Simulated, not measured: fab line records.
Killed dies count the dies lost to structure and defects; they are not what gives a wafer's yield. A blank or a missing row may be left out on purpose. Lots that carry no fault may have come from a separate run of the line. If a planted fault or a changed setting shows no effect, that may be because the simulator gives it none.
Chamber matching ; flow nand_harc ; NHARC_A_SGD_CUT_DESCUM_14 on rie_diel-03: 4 sister chambers
The step chemistry O2, time 3 s. 4 wafers are shown with their chamber, then 11 later ones without.

EACH WAFER AND ITS CHAMBER
wafer;chamber;drypump_motor_current_A (A)
L084.4;0;6.1
L090.5;1;5.7
L090.6;2;5.8
L092.1;3;4.9

WAFERS WHOSE CHAMBER IS MISSING
wafer;drypump_motor_current_A (A)
L092.3;5.7
L092.4;5.9
L095.1;5.8
L095.3;6.2
L095.4;4.9
L097.2;4.9
L097.4;5.7
L097.5;5.8
L096.2;6.1
L096.5;5.8
L096.6;4.9

WHICH CHAMBER EACH ONE RAN IN
wafer;from the rows above;in truth
L092.3;1;1
L092.4;2;2
L095.1;2;2
L095.3;0;0
L095.4;3;3
L097.2;3;3
L097.4;1;1
L097.5;2;2
L096.2;0;0
L096.5;2;2
L096.6;3;3
Correctly placed: 11 of 11. Left unplaced by these rows: 0. Wrongly placed: 0.
How it was worked out, from the rows above alone: a wafer's distance from a chamber is the root of the sum, over the readings, of the square of ((its reading less the chamber's mean) divided by the reading's scatter). If the next closest chamber is less than 2 further off than the closest, the wafer can't be placed; otherwise it belongs to the closest. For every chamber, the mean is computed from those of its wafers that are shown. The scatter (one wafer shown for each chamber): square how far every hidden wafer sits from the nearest shown wafer, average those squares and take the square root.
